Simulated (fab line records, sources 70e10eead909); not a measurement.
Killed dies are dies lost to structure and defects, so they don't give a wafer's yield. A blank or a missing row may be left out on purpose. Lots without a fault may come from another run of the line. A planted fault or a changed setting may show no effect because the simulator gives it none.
fab line records | flow nand_harc
record lots=24 wafers=72 last_day=24
route steps=1159 shown A_CONTACT@870
lots that met no fault: from a run of the same line without faults
start_h: hours from the record's first day to the start of the lot's first wafer shown | wait_h: hours since the lot's step before | " the same as in the row above | L1.1+2: a row that stands for several wafers | - no value, or no start given | * or withheld: withheld | < > ~ a bound
route shown NAME@n: a module of which the file shows steps, and the number in the route of the first | usual: mean/standard deviation of fault-free wafers | same: alike in all rows | chamber/n: place in a boat | sites: the reading at each site | _std_site: their standard deviation | _edge_site: outer sites' mean less inner sites' | radius_mm: how far each site lies from the wafer's centre | mask NAME#n: copy n | behind: the tool/chamber that last shaped the wafer | hold: why the lot was held/for how many hours/how that ended | device: the transistor (n, p or np) that didn't switch | end of line: the same wafers' tests at the end of the route | a step without rows: its recipe alone | killed: dies lost to structure and defects at the first sort, not the wafer's yield | map: a wafer's dies, x killed, . not, _ none there
set.NAME: the setting as run; set.NAME@STEP: as run at that earlier step | model.NAME: the simulator's own value behind a step, which no gauge read
steps of the route over a sample of lots; a table a step, a row a wafer
services: from which hour (start_h, from the record's first day; less than 0 if before it) a tool's chamber was out of use, for how many hours, and why
## steps
# step NHARC_A_CONTACT_ETCH_119
# recipe source_w=withheld pressure_mtorr=20 bias_v=3000 time_s=94 target_depth_a=9220 ar_flow_sccm=withheld c4f8_flow_sccm=withheld o2_flow_sccm=withheld chemistry=C4F8/O2/Ar
# usual chamber_pressure_mTorr=20.004/0.018
# columns lot.wafer tool chamber start_h wait_h chamber_pressure_mTorr rf_hours_counter_h
L074.4 har_cap_etch-03 0 359.48 0.1 20.009 -
L074.6 " 0 " " 20.017 -
L074.5 " 1 " " 20.017 -
L077.1 har_cap_etch-03 1 374.89 0.1 20.010 80
L077.2 " 0 " " 19.987 80
L077.6 " 0 " " 20.002 -
L076.1 har_cap_etch-01 0 374.96 0.1 19.981 58
L076.4 " 0 " " 19.973 -
L076.3 " 1 " " 19.982 -
L079.2 har_cap_etch-01 1 383.40 0.1 20.011 60
L079.6 " 0 " " 20.035 -
L079.5 " 1 " " 20.017 -
L075.4 har_cap_etch-02 1 384.06 0.1 19.997 -
L075.6 " 1 " " 19.997 -
L075.5 " 0 " " 19.998 -
L078.1 har_cap_etch-03 1 388.28 0.1 19.998 83
L078.2 " 0 " " 20.006 83
L078.5 " 1 " " 19.992 -
L080.3 har_cap_etch-02 1 414.82 0.1 20.006 -
L080.6 " 1 " " 19.999 -
L080.5 " 0 " " 19.989 -
L081.2 har_cap_etch-01 0 416.85 0.1 20.020 65
L081.4 " 0 " " 19.990 -
L081.6 " 1 " " 20.004 -
L083.1 har_cap_etch-02 0 425.20 0.1 19.998 18
L083.2 " 1 " " 20.004 18
L083.5 " 1 " " 19.984 -
L082.1 har_cap_etch-03 0 428.23 0.1 20.017 89
L082.4 " 1 " " 19.999 -
L082.5 " 1 " " 20.008 -
L084.1 har_cap_etch-02 1 429.60 0.1 20.026 19
L084.2 " 0 " " 19.982 19
L084.3 " 1 " " 20.000 -
L085.1 har_cap_etch-02 1 432.95 0.1 19.982 20
L085.3 " 1 " " 19.996 -
L085.6 " 0 " " 19.971 -
L086.1 har_cap_etch-03 1 448.96 0.1 19.997 94
L086.2 " 0 " " 20.022 94
L086.6 " 1 " " 20.038 -
L087.1 har_cap_etch-02 1 450.61 0.1 19.969 23
L087.6 " 1 " " 19.994 -
L087.5 " 0 " " 20.007 -
L092.2 har_cap_etch-02 0 462.87 0.1 20.044 24
L092.3 " 0 " " 19.996 -
L092.4 " 1 " " 19.999 -
L091.4 har_cap_etch-01 0 463.90 0.1 19.994 -
L091.3 " 1 " " 19.984 -
L091.6 " 1 " " 19.960 -
L089.1 har_cap_etch-01 0 471.14 0.1 20.039 74
L089.2 " 1 " " 19.992 74
L089.4 " 1 " " 20.001 -
L088.1 har_cap_etch-03 1 476.75 0.1 20.050 98
L088.4 " 1 " " 19.981 -
L088.6 " 0 " " 20.007 -
L093.1 har_cap_etch-02 0 478.23 0.1 19.985 27
L093.3 " 0 " " 20.016 -
L093.6 " 1 " " 20.005 -
L090.1 har_cap_etch-02 1 480.33 0.1 19.992 28
L090.3 " 0 " " 19.990 -
L090.6 " 0 " " 20.034 -
L094.1 har_cap_etch-02 0 493.69 0.1 20.027 30
L094.4 " 0 " " 19.986 -
L094.3 " 1 " " 19.969 -
L095.1 har_cap_etch-01 0 496.33 0.1 20.033 79
L095.3 " 1 " " 19.994 -
L095.4 " 0 " " 19.994 -
L096.2 har_cap_etch-03 0 506.47 0.1 20.001 105
L096.4 " 1 " " 19.981 -
L096.6 " 0 " " 20.043 -
L097.2 har_cap_etch-03 0 513.31 0.1 20.011 106
L097.4 " 1 " " 20.001 -
L097.5 " 0 " " 19.980 -
# step NHARC_A_CONTACT_ETCH_96
# recipe target_depth_a=200 over_etch_frac=0.5 time_s=10 ion_energy_ev=250 c4f6_flow_sccm=25 o2_flow_sccm=20 ar_flow_sccm=500 rf_w=600 bias_w=500 chemistry=C4F6/O2
# usual chamber_pressure_mTorr=29.998/0.029 drypump_motor_current_A=5.8/0.41 o2_flow_sccm=19.99/0.063 oes_product_au=0.968/0.026 rf_vpp_V=548/3.9 showerhead_plenum_p_Torr=3.97/0.19 throttle_valve_pct=26.903/0.01
# columns lot.wafer tool chamber start_h wait_h chamber_pressure_mTorr drypump_motor_current_A o2_flow_sccm oes_product_au rf_hours_counter_h rf_vpp_V showerhead_plenum_p_Torr throttle_valve_pct
L074.4 rie_diel-01 1 - - 29.990 5.7 20.06 0.977 9 550 4.05 26.887
L074.5 " 0 " " 29.976 5.3 20.06 0.972 - 549 4.01 26.896
L074.6 " 1 " " 29.996 5.7 20.04 0.966 - 551 4.05 26.893
L077.2 rie_diel-01 0 - - 29.979 5.3 19.97 0.992 9 549 4.01 26.912
L077.1 " 2 " " 29.991 5.6 19.97 1.002 9 542 3.71 26.892
L077.6 " 0 " " 30.030 5.3 19.93 0.996 - 549 4.01 26.913
L076.1 rie_diel-03 3 - - 29.976 6.4 20.01 0.941 60 550 4.10 26.909
L076.3 " 0 " " 29.994 5.3 19.94 0.928 60 540 3.64 26.906
L076.4 " 2 " " 29.987 6.8 20.00 0.957 62 546 3.88 26.910
L079.2 rie_diel-01 2 384.77 0.4 30.022 5.5 20.01 0.951 13 542 3.71 26.894
L079.6 " 0 " " 30.025 5.3 19.94 0.965 - 550 4.01 26.882
L079.5 " 3 " " 30.005 5.6 19.97 0.963 - 550 4.08 26.903
L075.4 rie_diel-04 0 - - 30.012 6.0 19.98 0.961 36 548 3.98 26.920
L075.6 " 0 " " 29.975 5.9 19.98 0.962 - 548 3.98 26.901
L075.5 " 1 " " 29.958 6.1 20.00 0.949 - 552 4.20 26.923
L078.2 rie_diel-04 0 - - 29.993 5.9 20.06 1.011 38 548 3.98 26.910
L078.1 " 1 " " 29.955 6.2 19.97 1.013 41 552 4.20 26.900
L078.5 " 3 " " 30.015 6.1 20.06 0.993 - 552 4.09 26.903
L080.3 rie_diel-04 0 - - 29.982 6.0 19.97 0.944 49 548 3.97 26.884
L080.5 " 0 " " 30.000 5.9 19.98 0.936 - 547 3.97 26.896
L080.6 " 1 " " 29.974 6.2 20.07 0.940 - 552 4.19 26.896
L081.2 rie_diel-01 0 - - 30.031 5.3 20.00 0.940 18 548 4.00 26.915
L081.4 " 3 " " 30.048 5.6 20.06 0.954 18 552 4.07 26.929
L081.6 " 1 " " 29.992 5.7 20.09 0.947 - 548 4.05 26.908
L083.1 rie_diel-03 2 - - 30.008 6.7 20.02 0.970 8 547 3.87 26.894
L083.2 " 3 " " 29.983 6.4 20.08 0.965 7 550 4.09 26.906
L083.5 " 0 " " 29.987 5.3 20.00 0.971 - 552 4.22 26.911
L082.4 rie_diel-04 3 - - 29.983 6.0 20.02 0.944 52 550 4.07 26.889
L082.1 " 0 " " 29.977 5.9 20.01 0.948 56 548 3.97 26.900
L082.5 " 2 " " 30.024 5.6 19.95 0.957 - 542 3.64 26.916
L084.3 rie_diel-04 1 - - 29.991 6.2 19.95 0.954 58 552 4.19 26.903
L084.1 " 3 " " 30.005 6.1 20.01 0.964 52 549 4.07 26.902
L084.2 " 0 " " 30.014 6.0 19.89 0.976 56 548 3.97 26.902
L085.3 rie_diel-01 0 - - 30.026 5.3 20.12 0.955 23 549 4.00 26.893
L085.1 " 1 " " 30.038 5.7 19.95 0.954 22 550 4.04 26.906
L085.6 " 2 " " 29.971 5.6 20.05 0.939 - 541 3.70 26.900
L086.1 rie_diel-03 3 450.54 0.6 30.061 6.4 19.96 0.935 15 550 4.08 26.909
L086.2 " 1 " " 29.962 6.4 20.04 0.926 16 542 3.68 26.913
L086.6 " 3 " " 29.925 6.4 19.96 0.924 - 550 4.08 26.895
L087.1 rie_diel-01 0 451.75 0.1 29.988 5.3 20.01 0.999 26 547 4.00 26.907
L087.6 " 2 " " 29.968 5.6 20.02 0.987 - 541 3.70 26.903
L087.5 " 0 " " 29.939 5.3 20.02 0.994 - 548 4.00 26.903
L092.3 rie_diel-01 2 464.00 0.1 29.943 5.6 19.87 0.990 28 542 3.70 26.890
L092.2 " 1 " " 29.956 5.7 19.99 0.990 27 549 4.04 26.907
L092.4 " 1 " " 30.028 5.7 20.04 0.998 - 548 4.04 26.900
L091.4 rie_diel-03 3 - - 30.090 6.4 20.00 0.945 21 551 4.08 26.896
L091.3 " 2 " " 30.004 6.8 20.04 0.957 22 545 3.86 26.900
L091.6 " 3 " " 29.987 6.4 19.95 0.945 - 551 4.08 26.902
L089.2 rie_diel-03 0 - - 30.023 5.3 20.01 0.969 22 554 4.21 26.897
L089.4 " 2 " " 29.995 6.7 19.99 0.971 23 548 3.86 26.906
L089.1 " 3 " " 30.001 6.4 20.04 0.964 26 550 4.08 26.907
L088.4 rie_diel-04 0 - - 29.988 6.0 19.91 1.014 1 548 3.96 26.899
L088.1 " 1 " " 30.050 6.2 20.16 0.998 1 553 4.18 26.892
L088.6 " 0 " " 29.995 6.0 19.81 1.014 - 547 3.96 26.900
L093.3 rie_diel-04 2 - - 30.020 5.6 19.80 1.003 1 552 4.23 26.919
L093.1 " 0 " " 30.012 6.0 19.95 1.009 1 548 3.96 26.902
L093.6 " 2 " " 30.033 5.6 19.88 0.996 - 553 4.23 26.908
L090.3 rie_diel-01 1 - - 29.997 5.7 20.06 0.923 32 550 4.04 26.929
L090.1 " 2 " " 29.967 5.6 20.04 0.932 31 541 3.70 26.901
L090.6 " 1 " " 29.965 5.8 20.01 0.926 - 549 4.04 26.902
L094.3 rie_diel-03 0 - - 30.025 5.2 20.00 0.982 32 552 4.21 26.879
L094.1 " 1 " " 30.028 6.4 19.96 0.964 37 543 3.66 26.924
L094.4 " 2 " " 29.987 6.7 20.15 0.977 32 545 3.85 26.885
L095.1 rie_diel-04 2 - - 29.975 5.6 20.01 1.004 7 554 4.22 26.907
L095.4 " 0 " " 29.980 6.0 19.92 1.005 6 548 3.96 26.916
L095.3 " 1 " " 30.000 6.2 20.06 0.998 7 552 4.18 26.900
L096.4 rie_diel-01 1 - - 30.023 5.7 20.12 0.947 2 550 4.04 26.897
L096.2 " 2 " " 30.022 5.5 19.98 0.935 2 540 3.69 26.910
L096.6 " 1 " " 29.987 5.8 20.10 0.943 - 549 4.04 26.908
L097.4 rie_diel-01 3 - - 30.007 5.6 20.01 0.994 3 550 4.07 26.899
L097.2 " 1 " " 29.988 5.7 19.90 0.994 2 549 4.03 26.914
L097.5 " 2 " " 29.991 5.6 19.94 0.984 - 543 3.69 26.902
# step NHARC_A_CONTACT_DEP_57
# recipe target_thk_a=28000 temp_c=400 material=aC
# usual throttle_valve_pct=35.000/0.0088
# columns lot.wafer tool chamber start_h wait_h throttle_valve_pct
L074.4 acl_dep-01 0 365.40 - 35.004
L074.5 " 0 " " 34.997
L074.6 " 0 " " 34.996
L077.1 acl_dep-01 0 379.59 - 34.999
L077.2 " 0 " " 34.993
L077.6 " 0 381.02 - 34.994
L076.1 acl_dep-03 0 379.79 - 35.008
L076.3 " 0 " " 35.008
L076.4 " 0 " " 35.014
L079.2 acl_dep-02 0 386.25 - 35.004
L079.5 " 0 " " 35.000
L079.6 " 0 " " 34.988
L075.4 acl_dep-03 0 387.27 - 35.016
L075.5 " 0 " " 34.991
L075.6 " 0 " " 34.993
L078.1 acl_dep-03 0 390.60 - 35.001
L078.2 " 0 " " 34.995
L078.5 " 0 " " 35.004
L080.3 acl_dep-01 0 420.02 - 34.999
L080.5 " 0 " " 35.004
L080.6 " 0 " " 35.011
L081.2 acl_dep-01 0 421.44 - 35.016
L081.4 " 0 " " 34.976
L081.6 " 0 " " 35.002
L083.1 acl_dep-03 0 427.46 - 35.008
L083.2 " 0 " " 34.991
L083.5 " 0 " " 35.001
L082.1 acl_dep-01 0 430.42 - 34.981
L082.4 " 0 " " 35.011
L082.5 " 0 " " 34.991
L084.1 acl_dep-02 0 434.09 - 34.995
L084.2 " 0 " " 34.993
L084.3 " 0 " " 35.012
L085.1 acl_dep-03 0 435.97 - 34.999
L085.3 " 0 " " 35.001
L085.6 " 0 " " 34.998
L087.1 acl_dep-02 0 452.89 - 35.015
L087.5 " 0 454.05 - 34.995
L087.6 " 0 " " 34.988
L086.1 acl_dep-03 0 453.60 - 35.004
L086.2 " 0 " " 34.996
L086.6 " 0 455.05 - 35.019
L092.2 acl_dep-03 0 465.39 - 34.997
L092.3 " 0 " " 34.996
L092.4 " 0 " " 35.005
L091.3 acl_dep-01 0 468.27 - 34.992
L091.4 " 0 " " 35.015
L091.6 " 0 " " 35.001
L089.1 acl_dep-02 0 473.84 - 34.997
L089.2 " 0 " " 34.996
L089.4 " 0 " " 35.005
L088.1 acl_dep-03 0 478.92 - 35.010
L088.4 " 0 " " 34.987
L088.6 " 0 " " 34.990
L093.1 acl_dep-02 0 481.01 - 34.991
L093.3 " 0 " " 35.007
L093.6 " 0 " " 35.006
L090.1 acl_dep-03 0 485.08 - 34.994
L090.3 " 0 " " 34.984
L090.6 " 0 " " 35.002
L094.1 acl_dep-03 0 496.29 - 35.007
L094.3 " 0 " " 35.004
L094.4 " 0 " " 35.008
L095.1 acl_dep-02 0 499.00 - 35.009
L095.3 " 0 " " 35.002
L095.4 " 0 " " 35.008
L096.2 acl_dep-02 0 509.17 - 34.985
L096.4 " 0 " " 35.025
L096.6 " 0 " " 35.004
L097.2 acl_dep-01 0 516.58 - 35.000
L097.4 " 0 " " 34.992
L097.5 " 0 " " 34.986
# step NHARC_A_CONTACT_ETCH_78
# recipe target_depth_a=28000 over_etch_frac=0.3 time_s=728 ion_energy_ev=150 o2_flow_sccm=400 cos_flow_sccm=20 ar_flow_sccm=0 rf_w=500 bias_w=300 chemistry=O2/COS
# usual chamber_pressure_mTorr=20.000/0.017 drypump_motor_current_A=5.8/0.39 o2_flow_sccm=400.0/1.1 oes_product_au=1.000/0.0076 rf_vpp_V=314.7/2.3 showerhead_plenum_p_Torr=3.16/0.15 throttle_valve_pct=28.330/0.0076
# columns lot.wafer tool chamber start_h wait_h chamber_pressure_mTorr drypump_motor_current_A o2_flow_sccm oes_product_au rf_hours_counter_h rf_vpp_V showerhead_plenum_p_Torr throttle_valve_pct
L074.4 rie_diel-03 3 - - 20.014 6.4 399.1 1.003 55 316.3 3.27 28.311
L074.6 " 0 " " 20.017 5.3 399.7 1.002 - 310.5 2.89 28.326
L074.5 " 1 " " 19.991 6.4 399.9 0.995 - 311.4 2.93 28.328
L077.2 rie_diel-03 3 - - 20.009 6.4 401.4 1.012 62 316.4 3.26 28.335
L077.1 " 2 " " 20.006 6.8 400.1 1.010 64 312.3 3.08 28.331
L077.6 " 3 " " 20.009 6.4 401.5 1.004 - 316.4 3.26 28.324
L076.1 rie_diel-04 3 - - 19.986 6.1 400.3 0.992 33 316.8 3.26 28.343
L076.4 " 0 " " 20.036 6.0 401.1 1.002 35 314.4 3.17 28.328
L076.3 " 2 " " 20.021 5.6 398.2 1.015 33 311.6 2.90 28.327
L079.2 rie_diel-01 0 - - 19.959 5.3 400.0 1.009 13 315.9 3.19 28.318
L079.6 " 3 " " 20.023 5.7 400.8 0.999 - 316.5 3.25 28.330
L079.5 " 0 " " 19.986 5.3 398.5 1.004 - 316.0 3.19 28.328
L075.5 rie_diel-04 0 - - 19.982 6.0 399.4 1.004 - 315.9 3.17 28.331
L075.4 " 1 " " 20.030 6.2 399.8 0.996 - 316.0 3.35 28.333
L075.6 " 3 " " 19.978 6.0 400.1 0.999 - 317.3 3.25 28.331
L078.2 rie_diel-01 0 - - 19.997 5.3 400.7 0.995 14 315.3 3.19 28.338
L078.1 " 2 " " 20.031 5.6 401.3 0.991 15 310.7 2.94 28.339
L078.5 " 1 " " 19.985 5.7 399.6 0.993 - 315.8 3.23 28.309
L080.3 rie_diel-01 1 - - 20.012 5.7 399.3 1.003 17 315.3 3.22 28.326
L080.6 " 1 " " 20.006 5.7 397.1 1.008 - 314.5 3.22 28.331
L080.5 " 2 " " 19.993 5.6 397.9 0.995 - 312.7 2.94 28.332
L081.4 rie_diel-04 1 - - 19.992 6.2 401.2 1.012 56 317.1 3.34 28.334
L081.2 " 3 " " 19.982 6.1 398.9 0.994 50 316.1 3.25 28.334
L081.6 " 0 " " 20.005 5.9 400.7 1.015 - 313.1 3.16 28.330
L083.1 rie_diel-01 1 - - 20.009 5.7 399.4 1.001 21 315.3 3.22 28.322
L083.2 " 2 " " 19.999 5.6 400.1 0.991 21 311.9 2.94 28.327
L083.5 " 1 " " 20.039 5.7 400.9 0.999 - 315.8 3.22 28.325
L082.1 rie_diel-04 3 - - 19.987 6.0 400.5 0.985 53 315.3 3.25 28.344
L082.4 " 0 " " 19.994 6.0 398.1 1.004 57 315.0 3.16 28.324
L082.5 " 0 " " 20.014 5.9 397.5 1.007 - 314.9 3.16 28.330
L084.3 rie_diel-01 1 - - 20.008 5.7 399.5 0.995 22 316.2 3.22 28.334
L084.1 " 2 " " 19.990 5.5 400.4 0.999 23 311.3 2.94 28.325
L084.2 " 0 " " 19.993 5.3 400.7 0.995 23 316.4 3.18 28.322
L085.1 rie_diel-01 0 - - 20.043 5.3 401.5 0.995 24 314.0 3.18 28.322
L085.3 " 1 " " 20.006 5.7 400.6 0.998 23 316.0 3.22 28.337
L085.6 " 3 " " 20.006 5.6 400.3 0.990 - 316.2 3.24 28.326
L087.1 rie_diel-01 0 - - 19.964 5.3 400.1 1.000 27 315.7 3.18 28.328
L087.6 " 1 " " 19.970 5.7 399.2 0.996 - 316.5 3.22 28.331
L087.5 " 2 " " 20.005 5.5 399.5 0.994 - 312.1 2.94 28.343
L086.2 rie_diel-04 1 - - 19.961 6.2 398.4 1.004 68 318.5 3.34 28.317
L086.1 " 2 " " 20.011 5.6 403.3 1.009 53 310.2 2.89 28.323
L086.6 " 0 " " 20.012 5.9 399.4 1.002 - 314.9 3.16 28.343
L092.3 rie_diel-01 0 - - 20.002 5.3 401.4 1.000 29 315.8 3.18 28.327
L092.2 " 1 " " 20.019 5.8 401.1 1.003 28 316.5 3.22 28.327
L092.4 " 2 " " 20.008 5.5 400.5 0.994 28 311.2 2.94 28.329
L091.4 rie_diel-01 0 - - 19.981 5.3 401.1 0.997 30 316.2 3.18 28.324
L091.3 " 1 " " 19.964 5.7 401.9 0.999 30 314.9 3.22 28.333
L091.6 " 1 " " 19.990 5.7 401.7 0.986 - 317.1 3.22 28.327
L089.1 rie_diel-04 1 - - 20.026 6.2 399.5 0.992 1 319.0 3.34 28.334
L089.4 " 3 " " 20.017 6.1 398.9 0.992 1 315.3 3.24 28.342
L089.2 " 0 " " 20.021 5.9 399.9 1.003 1 315.3 3.15 28.332
L088.4 rie_diel-03 0 - - 20.006 5.3 398.9 0.999 27 316.8 3.36 28.336
L088.1 " 2 " " 20.009 6.8 397.6 1.009 28 312.3 3.07 28.334
L088.6 " 0 " " 19.990 5.3 399.7 1.001 - 318.8 3.36 28.333
L093.3 rie_diel-01 0 - - 19.980 5.3 401.7 0.990 33 315.0 3.18 28.313
L093.1 " 3 " " 19.995 5.6 400.3 1.001 28 316.3 3.24 28.329
L093.6 " 0 " " 20.017 5.3 400.6 0.984 - 314.6 3.18 28.334
L090.3 rie_diel-03 1 - - 20.002 6.4 400.2 0.990 35 311.4 2.91 28.325
L090.1 " 3 " " 19.999 6.4 399.0 1.008 33 314.7 3.24 28.322
L090.6 " 1 " " 20.012 6.4 401.1 1.000 - 311.5 2.91 28.327
L094.4 rie_diel-03 1 - - 19.986 6.4 400.1 1.005 39 311.0 2.91 28.332
L094.1 " 2 " " 19.993 6.7 400.3 1.019 34 312.6 3.06 28.334
L094.3 " 3 " " 20.006 6.4 399.6 1.012 38 315.1 3.24 28.334
L095.3 rie_diel-01 2 - - 19.997 5.6 398.7 0.996 0 312.4 2.93 28.325
L095.1 " 3 " " 20.003 5.6 399.5 1.009 0 315.7 3.24 28.328
L095.4 " 1 " " 19.973 5.7 399.8 1.015 0 315.0 3.21 28.335
L096.2 rie_diel-04 2 - - 19.995 5.6 402.8 1.002 13 317.9 3.37 28.314
L096.4 " 3 " " 20.017 6.0 400.7 1.005 12 315.6 3.23 28.338
L096.6 " 2 " " 19.984 5.6 401.2 1.000 - 317.4 3.37 28.330
L097.4 rie_diel-04 0 - - 19.973 5.9 400.8 1.010 14 312.5 3.15 28.336
L097.2 " 3 " " 19.975 6.0 401.0 0.994 15 316.0 3.23 28.330
L097.5 " 1 " " 19.998 6.2 399.9 1.013 - 316.9 3.33 28.326
# step NHARC_A_CONTACT_ETCH_125
# recipe source_w=withheld pressure_mtorr=20 bias_v=1200 time_s=155 target_depth_a=9560 ar_flow_sccm=withheld c4f8_flow_sccm=withheld o2_flow_sccm=withheld chemistry=C4F8/O2/Ar
# usual chamber_pressure_mTorr=19.999/0.018
# columns lot.wafer tool chamber start_h wait_h chamber_pressure_mTorr rf_hours_counter_h
L074.4 har_cap_etch-01 1 368.63 0.1 20.026 -
L074.5 " 0 " " 19.999 -
L074.6 " 1 " " 20.017 -
L077.2 har_cap_etch-03 0 383.56 0.2 20.005 81
L077.1 " 1 " " 19.980 81
L077.6 " 0 " " 20.012 -
L076.1 har_cap_etch-01 0 384.31 0.2 20.015 60
L076.4 " 1 " " 20.023 -
L076.3 " 0 " " 19.969 -
L079.2 har_cap_etch-01 1 390.08 0.2 19.985 62
L079.6 " 1 " " 20.005 -
L079.5 " 0 " " 20.003 -
L075.4 har_cap_etch-02 0 391.11 0.1 20.012 -
L075.6 " 0 " " 20.028 -
L075.5 " 1 " " 20.003 -
L078.2 har_cap_etch-03 1 394.74 0.2 20.023 85
L078.1 " 0 " " 19.972 85
L078.5 " 1 " " 20.005 -
L080.3 har_cap_etch-03 1 423.52 0.1 20.024 -
L080.6 " 1 " " 20.009 -
L080.5 " 0 " " 19.997 -
L081.2 har_cap_etch-01 0 425.26 0.2 19.987 66
L081.4 " 1 " " 19.998 -
L081.6 " 1 " " 20.009 -
L083.2 har_cap_etch-03 0 431.78 0.2 19.999 89
L083.1 " 1 " " 20.034 89
L083.5 " 0 " " 19.999 -
L082.1 har_cap_etch-03 1 434.39 0.2 20.016 91
L082.4 " 1 " " 20.013 -
L082.5 " 1 " " 19.991 -
L084.1 har_cap_etch-01 0 438.17 0.2 20.004 68
L084.2 " 1 " " 19.964 68
L084.3 " 0 " " 19.980 -
L085.1 har_cap_etch-03 1 440.12 0.2 19.996 92
L085.3 " 1 " " 20.025 -
L085.6 " 1 " " 19.969 -
L087.1 har_cap_etch-01 1 457.11 0.2 19.993 71
L087.6 " 1 " " 20.023 -
L087.5 " 0 " " 20.013 -
L086.1 har_cap_etch-03 0 458.19 0.2 19.992 94
L086.2 " 1 " " 20.011 94
L086.6 " 0 " " 19.968 -
L092.2 har_cap_etch-03 0 469.18 0.2 19.988 97
L092.3 " 0 " " 20.002 -
L092.4 " 1 " " 19.999 -
L091.4 har_cap_etch-02 0 472.26 0.1 20.000 -
L091.3 " 1 " " 20.008 -
L091.6 " 1 " " 20.012 -
L089.2 har_cap_etch-03 1 477.96 0.2 19.974 99
L089.1 " 0 " " 19.992 99
L089.4 " 1 " " 19.984 -
L088.1 har_cap_etch-03 1 484.33 0.2 20.001 100
L088.4 " 1 " " 20.023 -
L088.6 " 1 " " 20.020 -
L093.1 har_cap_etch-01 0 484.99 0.2 20.023 76
L093.3 " 1 " " 19.995 -
L093.6 " 1 " " 20.005 -
L090.1 har_cap_etch-03 0 489.32 0.2 19.988 102
L090.3 " 1 " " 20.007 -
L090.6 " 0 " " 20.006 -
L094.1 har_cap_etch-02 1 500.54 0.2 20.017 31
L094.3 " 1 " " 20.000 -
L094.4 " 0 " " 19.993 -
L095.1 har_cap_etch-01 0 503.08 0.2 19.988 80
L095.4 " 1 " " 19.994 -
L095.3 " 0 " " 19.978 -
L096.2 har_cap_etch-02 0 513.12 0.2 20.032 33
L096.4 " 1 " " 19.986 -
L096.6 " 1 " " 20.018 -
L097.2 har_cap_etch-02 0 520.22 0.2 20.000 34
L097.4 " 0 " " 19.994 -
L097.5 " 0 " " 19.999 -
# step NHARC_A_CONTACT_ETCH_132
# recipe source_w=withheld pressure_mtorr=20 bias_v=1200 time_s=156 target_depth_a=9580 ar_flow_sccm=withheld c4f8_flow_sccm=withheld o2_flow_sccm=withheld chemistry=C4F8/O2/Ar
# usual chamber_pressure_mTorr=19.998/0.018
# columns lot.wafer tool chamber start_h wait_h chamber_pressure_mTorr rf_hours_counter_h
L074.4 har_cap_etch-01 1 369.62 0.1 20.010 -
L074.5 " 0 " " 20.001 -
L074.6 " 1 " " 19.998 -
L077.2 har_cap_etch-03 0 384.55 0.1 19.995 82
L077.1 " 1 " " 19.955 82
L077.6 " 0 " " 19.988 -
L076.1 har_cap_etch-01 0 385.30 0.1 19.982 61
L076.4 " 1 " " 20.014 -
L076.3 " 0 " " 19.998 -
L079.2 har_cap_etch-01 1 391.08 0.1 20.033 63
L079.6 " 1 " " 20.015 -
L079.5 " 0 " " 19.971 -
L075.4 har_cap_etch-02 0 392.11 0.1 20.006 -
L075.6 " 0 " " 19.998 -
L075.5 " 1 " " 19.991 -
L078.2 har_cap_etch-03 1 395.73 0.1 20.004 86
L078.1 " 0 " " 19.990 86
L078.5 " 1 " " 19.991 -
L080.3 har_cap_etch-03 1 424.52 0.1 19.978 -
L080.6 " 1 " " 20.011 -
L080.5 " 0 " " 20.009 -
L081.2 har_cap_etch-01 0 426.25 0.1 20.010 67
L081.4 " 1 " " 20.013 -
L081.6 " 1 " " 20.013 -
L083.2 har_cap_etch-03 0 432.77 0.1 19.970 90
L083.1 " 1 " " 19.986 90
L083.5 " 0 " " 19.990 -
L082.1 har_cap_etch-03 1 435.37 0.1 19.991 91
L082.4 " 1 " " 19.954 -
L082.5 " 1 " " 20.007 -
L084.1 har_cap_etch-01 0 439.17 0.1 19.968 69
L084.2 " 1 " " 20.000 69
L084.3 " 0 " " 20.014 -
L085.1 har_cap_etch-03 1 441.45 0.2 19.984 93
L085.3 " 1 " " 19.980 -
L085.6 " 1 " " 19.992 -
L087.1 har_cap_etch-01 1 458.10 0.1 19.992 72
L087.6 " 1 " " 20.008 -
L087.5 " 0 " " 19.999 -
L086.1 har_cap_etch-03 0 459.18 0.1 20.039 95
L086.2 " 1 " " 19.991 95
L086.6 " 0 " " 20.018 -
L092.2 har_cap_etch-03 0 470.16 0.1 19.958 97
L092.3 " 0 " " 20.005 -
L092.4 " 1 " " 20.009 -
L091.4 har_cap_etch-02 0 473.25 0.1 19.978 -
L091.3 " 1 " " 20.013 -
L091.6 " 1 " " 19.990 -
L089.2 har_cap_etch-03 1 478.95 0.1 20.007 100
L089.1 " 0 " " 20.019 100
L089.4 " 1 " " 20.020 -
L088.1 har_cap_etch-03 1 485.32 0.1 20.006 101
L088.4 " 1 " " 19.987 -
L088.6 " 1 " " 19.988 -
L093.1 har_cap_etch-01 0 485.98 0.1 19.974 77
L093.3 " 1 " " 20.010 -
L093.6 " 1 " " 19.993 -
L090.1 har_cap_etch-03 0 490.31 0.1 19.987 103
L090.3 " 1 " " 19.995 -
L090.6 " 0 " " 20.022 -
L094.1 har_cap_etch-02 1 501.53 0.1 20.008 32
L094.3 " 1 " " 20.054 -
L094.4 " 0 " " 19.980 -
L095.1 har_cap_etch-01 0 504.07 0.1 20.004 80
L095.4 " 1 " " 20.040 -
L095.3 " 0 " " 20.003 -
L096.2 har_cap_etch-02 0 514.11 0.1 20.001 34
L096.4 " 1 " " 19.974 -
L096.6 " 1 " " 19.976 -
L097.2 har_cap_etch-02 0 521.21 0.1 19.983 35
L097.4 " 0 " " 19.989 -
L097.5 " 0 " " 20.012 -
## services
# columns tool chamber start_h hours kind
rie_diel-01 0 335.71 9.0 repair
har_cap_etch-02 - 339.34 0.3 repair
rie_diel-01 0 348.33 - clean
rie_diel-01 1 348.33 - clean
rie_diel-01 2 348.33 - clean
rie_diel-01 3 348.33 - clean
acl_dep-02 - 349.24 13.0 pm
rie_diel-01 0 372.83 - clean
rie_diel-01 1 372.83 - clean
rie_diel-01 2 372.83 - clean
rie_diel-01 3 372.83 - clean
rie_diel-03 - 392.45 9.0 pm
rie_diel-01 0 397.36 - clean
rie_diel-01 1 397.36 - clean
acl_dep-03 - 406.13 13.0 pm
har_cap_etch-01 - 436.51 0.9 repair
rie_diel-01 3 442.07 24.2 repair
rie_diel-03 0 444.31 9.1 repair
rie_diel-04 3 455.70 2.4 repair
rie_diel-04 - 466.30 9.0 pm
rie_diel-03 2 466.36 3.2 repair
acl_dep-01 - 477.18 13.0 pm
rie_diel-01 - 491.83 9.0 pm
rie_diel-03 0 509.33 26.2 repair
## key
fault none
